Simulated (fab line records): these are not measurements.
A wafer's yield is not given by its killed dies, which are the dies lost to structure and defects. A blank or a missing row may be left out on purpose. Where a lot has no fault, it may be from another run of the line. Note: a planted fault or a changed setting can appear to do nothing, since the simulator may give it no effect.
Comparing a struck lot with a sound one / flow n5_finfet / 18 steps out of a route of 1938
Sound: wafers L455.2, L455.3, L455.6. Struck: wafer L447.5. (L447.2, L447.3 of the same lot were not struck and are left out.) The cause comes at the end.
Each step with rows lists, per side, the tool, then ch with its chambers, then its first start. Under that, the readings that differ: sound wafers / struck wafers / difference of the means / sigmas: that difference in standard deviations of wafers without a fault.
alike: readings whose means differ by less than 2 such deviations, and words and numbers that are the same on both sides. not compared: withheld readings, readings that some wafer has no value for, bounds like >300 that may hide the same value, and numbers for which the record gives no deviation and whose values overlap.
The two part at a step that has a row with sigmas, a row that says differs or no value, or rows on one side only. When numbers do not overlap yet have no deviation, they are printed without sigmas and do not part them. A reading missing from all wafers of one side parts the sides only when that side holds two or more wafers.

first, 1 step without rows for these wafers: N5_SD_EPI_N_DEVELOP_08 (develop time 30 s).
N5_SD_EPI_N_CD_MEAS_09: the cd target is 120 nm.
  sound on cd_sem-01 ch 0, day 6 14:52; struck on cd_sem-03 ch 0, day 4 11:59
  alike: cd_nm
N5_SD_EPI_N_OVL_MEAS_10:
  sound on overlay-02 ch 0, day 6 14:53; struck on overlay-02 ch 0, day 4 12:01
  alike: SD_N_BLK_OVL
N5_SD_EPI_N_INSPECT_11: inspects for defects (macro).
  sound on defect_inspect-02, day 6 14:55; struck on defect_inspect-02, day 4 12:02
  alike: raw_defect_count
N5_SD_EPI_N_DESCUM_14: chemistry O2, time 7.9 s.
  sound on rie_diel-05 ch 2,3, day 6 14:56; struck on rie_diel-03 ch 2, day 4 12:04
  alike: drypump_motor_current_A, oes_product_au, rf_vpp_V, showerhead_plenum_p_Torr, throttle_valve_pct
  not compared: rf_hours_counter_h
N5_SD_EPI_N_ETCH_34: etches SiARC in CF4, target depth 45.5 nm, time 75.8 s.
  sound on rie_diel-05 ch 2,3, day 6 14:59; struck on rie_diel-03 ch 2, day 4 12:06
  alike: drypump_motor_current_A, etch_rf_on_time_s, oes_product_au, rf_vpp_V, showerhead_plenum_p_Torr, throttle_valve_pct
  not compared: rf_hours_counter_h
then, 3 steps without rows for these wafers: N5_SD_EPI_N_ETCH_35 (etches SOC in N2/H2, overetch 108 nm, time 486 s); N5_SD_EPI_N_STRIP_36 (strips in N2/H2); N5_SD_EPI_N_ETCHBACK_44 (etches SiNx in CH3F/O2, stops on SiO2, target depth 14.5 nm).
N5_SD_EPI_N_ETCH_45: etches SiOCN in CH3F/O2, target depth 6 nm.
  sound on rie_diel-05 ch 2,3, day 6 15:28; struck on rie_diel-03 ch 2, day 4 12:35
  alike: O2_flow_sccm, drypump_motor_current_A, oes_product_au, rf_vpp_V, showerhead_plenum_p_Torr, throttle_valve_pct
  not compared: rf_hours_counter_h
N5_SD_EPI_N_ETCH_16: etches SiO2 in CHF3/O2, target depth 5 nm.
  sound on rie_diel-05 ch 2,3, day 6 15:34; struck on rie_diel-03 ch 2, day 4 12:41
  alike: O2_flow_sccm, drypump_motor_current_A, oes_product_au, rf_vpp_V, showerhead_plenum_p_Torr, throttle_valve_pct
  not compared: rf_hours_counter_h
then, 1 step without rows for these wafers: N5_SD_EPI_N_STRIP_47 (strips in CHF3/O2).
N5_SD_EPI_N_SD_RECESS_17: chemistry HBr/Cl2/O2, target depth 41 nm, time 23.7 s, bt time 3 s.
  sound on rie_si-06 ch 0,1,3, day 6 15:38; struck on rie_si-01 ch 0, day 4 12:46
reading=model.SD_EPI_N.feature_depth_nm (nm); sound=40.8 41.4 41.4; struck=45.6; difference=+4.4; sigmas=
reading=model.etch.depth_nm (nm); sound=40.8 41.41 41.46; struck=45.57; difference=+4.35; sigmas=
reading=model.Si_of_WELL_APT_EPI_41.thk_nm (nm); sound=8.4 6.8 7.2; struck=4.6; difference=-2.9; sigmas=
  alike: O2_flow_sccm, drypump_motor_current_A, oes_product_au, throttle_valve_pct
  not compared: rf_hours_counter_h
N5_SD_EPI_N_STRIP_38: strips in N2/H2.
  sound on plasma_asher-01 ch 0,1, day 6 15:43; struck on plasma_asher-01 ch 1, day 4 12:51
  alike: drypump_motor_current_A, heater_power_w, oes_product_au
  not compared: rf_hours_counter_h
then, 1 step without rows for these wafers: N5_SD_EPI_N_WET_ETCH_43 (etches SiO2 in dHF, time 14 s, target depth 1.5 nm).
N5_SD_EPI_N_STRIP_18: strips in SPM, time 750 s.
  sound on wet_bench-01 ch 2,5,6, day 6 15:49; struck on wet_bench-02 ch 2, day 4 12:56
reading=model.Si_of_WELL_APT_EPI_41.thk_nm (nm); sound=8.2 6.6 6.8; struck=4.2; difference=-3.0; sigmas=
  alike: bath_guard_temp_C
then, 1 step without rows for these wafers: N5_SD_EPI_N_SRD_20 (time 30 s).
-- the record jumps here: 9 days lie between the struck wafers' starts before and after (it left off in module SD_EPI_N and takes up again in module PASSIVATION, whose first step shown is number 1936 of the route) --
N5_PASSIVATION_PROBE_49:
  sound on prober-02, day 16 03:01; struck on prober-01, day 13 17:29
  alike: killed_at_M0_to_M3, killed_at_M4_up, killed_at_contacts, killed_at_front_end, killed_at_other, killed_dies, killed_open, killed_short

## WHERE THEY PART
Nowhere in this record.

WHY: the cause the simulator had injected
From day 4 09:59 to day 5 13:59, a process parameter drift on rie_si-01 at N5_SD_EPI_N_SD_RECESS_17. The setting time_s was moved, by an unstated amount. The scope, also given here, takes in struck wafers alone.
